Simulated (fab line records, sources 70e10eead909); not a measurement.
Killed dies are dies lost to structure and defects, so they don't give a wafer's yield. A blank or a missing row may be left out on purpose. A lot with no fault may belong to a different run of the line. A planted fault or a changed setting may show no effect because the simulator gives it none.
Tool commonality check :: flow nand harc :: Lots sampled 13, wafers sampled 39

WHY THIS WAS OPENED
On 1 of the 13 lots, a flag is raised at NHARC_P_ZERO_WELL_CD_MEAS_24 on the reading cd nm. No-fault wafers: 720.0 nm, standard deviation 1.3.
Rule: a lot is flagged when every wafer of it that has a number lies more than 4 standard deviations from that mean, or none has a number. As for the other lots, they are considered sound.

lot: L880
measured: day 1 22:44
on: cd sem-02
cd nm (nm), wafer by wafer: 719.2 722.4 720.5
flag: 

lot: L881
measured: day 2 08:52
on: cd sem-03
cd nm (nm), wafer by wafer: 718.6 718.0 719.9
flag: 

lot: L882
measured: day 2 18:28
on: cd sem-02
cd nm (nm), wafer by wafer: 718.7 720.9 720.7
flag: 

lot: L883
measured: day 3 04:28
on: cd sem-01
cd nm (nm), wafer by wafer: 720.0 720.9 720.3
flag: 

lot: L886
measured: day 4 10:28
on: cd sem-01
cd nm (nm), wafer by wafer: 720.6 720.8 721.5
flag: 

lot: L888
measured: day 5 06:26
on: cd sem-01
cd nm (nm), wafer by wafer: 718.6 719.8 719.4
flag: 

lot: L890
measured: day 6 02:35
on: cd sem-02
cd nm (nm), wafer by wafer: 710.8 710.8 711.0
flag: FLAGGED

lot: L894
measured: day 7 18:54
on: cd sem-02
cd nm (nm), wafer by wafer: 718.4 720.1 719.6
flag: 

lot: L899
measured: day 9 20:36
on: cd sem-01
cd nm (nm), wafer by wafer: 720.6 719.8 719.5
flag: 

lot: L900
measured: day 10 06:32
on: cd sem-03
cd nm (nm), wafer by wafer: 719.6 718.9 719.9
flag: 

lot: L901
measured: day 10 16:58
on: cd sem-01
cd nm (nm), wafer by wafer: 721.2 718.7 719.3
flag: 

lot: L902
measured: day 11 02:36
on: cd sem-02
cd nm (nm), wafer by wafer: 717.2 718.7 719.6
flag: 

lot: L903
measured: day 11 12:27
on: cd sem-01
cd nm (nm), wafer by wafer: 719.7 720.9 718.8
flag: 
The numbers of the flagged lots are 710.9 nm on average: -9.1 nm against the usual, or -7 standard deviations.

LOT BY LOT: THE TOOL USED
The record holds 2 process steps before the reading, out of a route of 1302 steps. Read each cell as the tool, then ch plus the chambers that the sampled wafers visited, then the start.
lot: L880
flag: 
NHARC_P_ZERO_WELL_ETCH_65: rie diel-04 ch 0,2,3, day 1 21:38
NHARC_P_ZERO_WELL_EXPOSE_21: krf scanner-01 ch 0, day 1 22:35

lot: L881
flag: 
NHARC_P_ZERO_WELL_ETCH_65: rie diel-08 ch 2,3, day 2 07:46
NHARC_P_ZERO_WELL_EXPOSE_21: krf scanner-03 ch 0, day 2 08:43

lot: L882
flag: 
NHARC_P_ZERO_WELL_ETCH_65: rie diel-08 ch 0,2,3, day 2 17:29
NHARC_P_ZERO_WELL_EXPOSE_21: krf scanner-03 ch 0, day 2 18:19

lot: L883
flag: 
NHARC_P_ZERO_WELL_ETCH_65: rie diel-07 ch 0,1,2, day 3 03:22
NHARC_P_ZERO_WELL_EXPOSE_21: krf scanner-01 ch 0, day 3 04:19

lot: L886
flag: 
NHARC_P_ZERO_WELL_ETCH_65: rie diel-07 ch 0,1,2, day 4 09:29
NHARC_P_ZERO_WELL_EXPOSE_21: krf scanner-01 ch 0, day 4 10:19

lot: L888
flag: 
NHARC_P_ZERO_WELL_ETCH_65: rie diel-04 ch 0,1, day 5 05:25
NHARC_P_ZERO_WELL_EXPOSE_21: krf scanner-01 ch 0, day 5 06:16

lot: L890
flag: FLAGGED
NHARC_P_ZERO_WELL_ETCH_65: rie diel-04 ch 0,1,2, day 6 01:30
NHARC_P_ZERO_WELL_EXPOSE_21: krf scanner-03 ch 0, day 6 02:26

lot: L894
flag: 
NHARC_P_ZERO_WELL_ETCH_65: rie diel-08 ch 0,1, day 7 17:48
NHARC_P_ZERO_WELL_EXPOSE_21: krf scanner-03 ch 0, day 7 18:44

lot: L899
flag: 
NHARC_P_ZERO_WELL_ETCH_65: rie diel-08 ch 0,2,3, day 9 19:22
NHARC_P_ZERO_WELL_EXPOSE_21: krf scanner-03 ch 0, day 9 20:27

lot: L900
flag: 
NHARC_P_ZERO_WELL_ETCH_65: rie diel-07 ch 0,1,2, day 10 05:33
NHARC_P_ZERO_WELL_EXPOSE_21: krf scanner-03 ch 0, day 10 06:22

lot: L901
flag: 
NHARC_P_ZERO_WELL_ETCH_65: rie diel-04 ch 1,3, day 10 15:50
NHARC_P_ZERO_WELL_EXPOSE_21: krf scanner-01 ch 0, day 10 16:48

lot: L902
flag: 
NHARC_P_ZERO_WELL_ETCH_65: rie diel-07 ch 0,3, day 11 01:29
NHARC_P_ZERO_WELL_EXPOSE_21: krf scanner-03 ch 0, day 11 02:26

lot: L903
flag: 
NHARC_P_ZERO_WELL_ETCH_65: rie diel-04 ch 2,3, day 11 11:28
NHARC_P_ZERO_WELL_EXPOSE_21: krf scanner-03 ch 0, day 11 12:17
What these steps do:
- NHARC_P_ZERO_WELL_ETCH_65: etches the open film in N2/H2, target depth 80 nm, overetch 24 nm, time 87.88 s.
- NHARC_P_ZERO_WELL_EXPOSE_21: exposes mask P NWELL, target cd 720 nm.
- NHARC_P_ZERO_WELL_CD_MEAS_24: target cd 720 nm.

FLAGGED OVER TOTAL, TOOL BY TOOL (the gauges that took the reading come last)
step: NHARC_P_ZERO_WELL_ETCH_65
tool: rie diel-04
lots run: 5
flagged: 1
share of the flagged lots: all
sound lots run after its first flagged lot: 2 (L901,L903)

step: NHARC_P_ZERO_WELL_ETCH_65
tool: rie diel-07
lots run: 4
flagged: 0
share of the flagged lots: none
sound lots run after its first flagged lot: -

step: NHARC_P_ZERO_WELL_ETCH_65
tool: rie diel-08
lots run: 4
flagged: 0
share of the flagged lots: none
sound lots run after its first flagged lot: -

step: NHARC_P_ZERO_WELL_EXPOSE_21
tool: krf scanner-01
lots run: 5
flagged: 0
share of the flagged lots: none
sound lots run after its first flagged lot: -

step: NHARC_P_ZERO_WELL_EXPOSE_21
tool: krf scanner-03
lots run: 8
flagged: 1
share of the flagged lots: all
sound lots run after its first flagged lot: 5 (L894,L899,L900,L902,L903)

step: NHARC_P_ZERO_WELL_CD_MEAS_24
tool: cd sem-01
lots run: 6
flagged: 0
share of the flagged lots: none
sound lots run after its first flagged lot: -

step: NHARC_P_ZERO_WELL_CD_MEAS_24
tool: cd sem-02
lots run: 5
flagged: 1
share of the flagged lots: all
sound lots run after its first flagged lot: 2 (L894,L902)

step: NHARC_P_ZERO_WELL_CD_MEAS_24
tool: cd sem-03
lots run: 2
flagged: 0
share of the flagged lots: none
sound lots run after its first flagged lot: -

WHAT IS ALLOWED BY THE TABLE
In the table, 3 rows ran each flagged lot (rie diel-04 at NHARC_P_ZERO_WELL_ETCH_65; krf scanner-03 at NHARC_P_ZERO_WELL_EXPOSE_21; cd sem-02 at NHARC_P_ZERO_WELL_CD_MEAS_24).
- rie diel-04 at NHARC_P_ZERO_WELL_ETCH_65 ran 5 lots, 1 of them flagged. Sound lots ran on it after the first flagged one (L901, L903), which a lasting fault on the whole tool wouldn't allow.
- krf scanner-03 at NHARC_P_ZERO_WELL_EXPOSE_21 ran 8 lots, 1 of them flagged. Sound lots ran on it after the first flagged one (L894, L899, L900, L902, L903), which a lasting fault on the whole tool wouldn't allow.
- cd sem-02 at NHARC_P_ZERO_WELL_CD_MEAS_24 ran 5 lots, 1 of them flagged. Sound lots ran on it after the first flagged one (L894, L902), which a lasting fault on the whole tool wouldn't allow.
No row of the table ran every flagged lot and no sound lot after the first.

WHAT WAS PUT IN BY THE SIMULATOR
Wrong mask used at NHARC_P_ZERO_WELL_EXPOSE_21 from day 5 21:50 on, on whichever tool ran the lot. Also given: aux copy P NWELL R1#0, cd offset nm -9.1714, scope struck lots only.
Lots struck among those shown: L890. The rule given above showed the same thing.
